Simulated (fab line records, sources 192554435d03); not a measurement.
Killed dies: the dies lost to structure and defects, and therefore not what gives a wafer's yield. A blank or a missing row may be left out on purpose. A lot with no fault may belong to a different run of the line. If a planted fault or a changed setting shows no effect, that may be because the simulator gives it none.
A struck lot beside a sound one / flow n5Finfet / 16 out of 1938 route steps
Sound: wafers L123.1, L123.2, L123.5. The struck wafers were L141.2, L141.6. The cause comes at the end.
Per side, at each step with rows, come the tool, then ch with its chambers, and then its first start. Under that, the readings that differ: sound wafers / struck wafers / difference of the means / sigmas: that difference in standard deviations of wafers without a fault.
alike: readings whose means differ by less than 2 such deviations, and words and numbers that are the same on both sides. not compared: withheld readings, readings that some wafer has no value for, bounds like >300 that may hide the same value, and numbers for which the record gives no deviation and whose values overlap.
Wherever a step has rows on one side only, a row that says differs or no value, or a row with sigmas, the two part there. Numbers that have no deviation but don't overlap get no sigmas and don't part them. Lack of a reading on every wafer of one side parts them only where that side has two or more wafers.

first, 2 steps without rows for these wafers: N5_FIN_SAQP_SRD_66 (time 30 s); N5_FIN_SAQP_RECESS_75 (chemistry HF/NH3, target SiO2, target depth 14.4 nm, afs cycles 3, sublimation time 60 s).
N5_FIN_SAQP_SPACER1_ALD_24: deposits SiO2, target thk 20.3 nm, pulse time 1 s, purge time 2 s.
  sound on aldSin-01 ch 0,1,3, day 2 11:38; struck on aldSin-04 ch 0,1, day 7 00:32
  alike: heaterPowerW, precursorPulseHeightRel
N5_FIN_SAQP_SPACER1_ETCHBACK_25: etches SiO2 in CHF3/O2, target depth 24.4 nm, time 12.2 s.
  sound on rieDiel-02 ch 0,1,2, day 2 12:22; struck on rieDiel-03 ch 0,1, day 7 01:16
reading=biasW (W); sound=170.4 170.6 170.4; struck=169.4 169.3; difference=-1.1; sigmas=-2
  alike: chamberPressureMTorr, drypumpMotorCurrentA, oesProductAu, rfVppV, showerheadPlenumPTorr, throttleValvePct
  not compared: rfHoursCounterH
N5_FIN_SAQP_MANDREL1_REMOVE_56: chemistry HBr/Cl2/O2, target a-Si, stops on SiNx, bt time 10 s.
  sound on rieSi-01 ch 0,1, day 2 12:28; struck on rieSi-06 ch 0, day 7 01:21
  alike: biasW, chamberPressureMTorr, drypumpMotorCurrentA, oesProductAu, throttleValvePct
  not compared: rfHoursCounterH
N5_FIN_SAQP_CD_MEAS_27 targets a cd of 20 nm.
  sound on cdSem-01 ch 0, day 2 12:34; struck on cdSem-01 ch 0, day 7 01:28
  alike: cdNm
then, 2 steps without rows for these wafers: N5_FIN_SAQP_ETCH_57 (etches SiNx in CH3F/O2, target depth 32.5 nm, time 46.4 s); N5_FIN_SAQP_ETCH_65 (etches SiO2 in CF4, target depth 4 nm, time 4.4 s).
N5_FIN_SAQP_MANDREL_ETCH_58: etches a-Si in HBr/Cl2, stops on SiNx, target depth 45 nm, bt time 10 s, time 27 s.
  sound on rieSi-02 ch 0,2, day 2 12:46; struck on rieSi-02 ch 1,3, day 7 01:39
  alike: biasW, chamberPressureMTorr, drypumpMotorCurrentA, oesProductAu, throttleValvePct
  not compared: rfHoursCounterH
then, 2 steps without rows for these wafers: N5_FIN_SAQP_RECESS_63 (chemistry HF/NH3, target SiO2, target depth 18 nm, afs cycles 3, sublimation time 60 s); N5_FIN_SAQP_COAT_68 (time 60 s, resist thk 100 nm).
N5_FIN_SAQP_ETCH_69: etches SOC in N2/H2, stops on SiNx, target depth 150 nm.
  sound on rieDiel-04 ch 1,2, day 2 13:17; struck on rieDiel-02 ch 0,2, day 7 02:11
  alike: biasW, chamberPressureMTorr, drypumpMotorCurrentA, oesProductAu, rfVppV, showerheadPlenumPTorr, throttleValvePct
  not compared: rfHoursCounterH
N5_FIN_SAQP_ETCH_67: etches SiNx in CH3F/O2, target depth 30 nm.
  sound on rieDiel-04 ch 1,2, day 2 13:21; struck on rieDiel-02 ch 0,2, day 7 02:14
reading=biasW (W); sound=73.09 72.91 73.41; struck=72.63 72.69; difference=-0.48; sigmas=-2
reading=model.etch.depthNm (nm); sound=30.74 29.91 30.62; struck=43.66 41.94; difference=+12.38; sigmas=
  alike: chamberPressureMTorr, drypumpMotorCurrentA, oesProductAu, rfVppV, showerheadPlenumPTorr, throttleValvePct
  not compared: rfHoursCounterH
then, 1 step without rows for these wafers: N5_FIN_SAQP_STRIP_70 (strips in N2/H2).
-- a jump in the record: the struck wafers' starts before and after are 6 days apart (it breaks off in module FIN_SAQP and resumes in module BEOL_M4, where the first step shown is number 1111 of the route) --
N5_BEOL_M4_RC_MEAS_101:
  sound on prober-01 ch 0, day 8 05:53; struck on prober-01 ch 0, day 13 01:32
reading=DIBL_P (mV/V); sound=32.1 33.8 33.9; struck=38.6 37.3; difference=+4.7; sigmas=+2
reading=ION_N (uA/um); sound=658 672 662; struck=702 688; difference=+31; sigmas=+2
reading=VT_N (mV); sound=255 253 255; struck=248 247; difference=-7; sigmas=-2
  alike: DIBL_N, IOFF_N, IOFF_P, ION_P, SS_N, SS_P, VT_P
-- a jump in the record: the struck wafers' starts before and after are 4 days apart (it breaks off in module BEOL_M4 and resumes in module PASSIVATION, where the first step shown is number 1936 of the route) --
N5_PASSIVATION_PROBE_49:
  only the struck wafers here have rows in the record (prober-01, day 17 12:07); the sound ones have none

== WHERE THEY PART ==
First at N5_FIN_SAQP_SPACER1_ETCHBACK_25; last, within this record, at N5_PASSIVATION_PROBE_49.

WHY: whatever the simulator had introduced
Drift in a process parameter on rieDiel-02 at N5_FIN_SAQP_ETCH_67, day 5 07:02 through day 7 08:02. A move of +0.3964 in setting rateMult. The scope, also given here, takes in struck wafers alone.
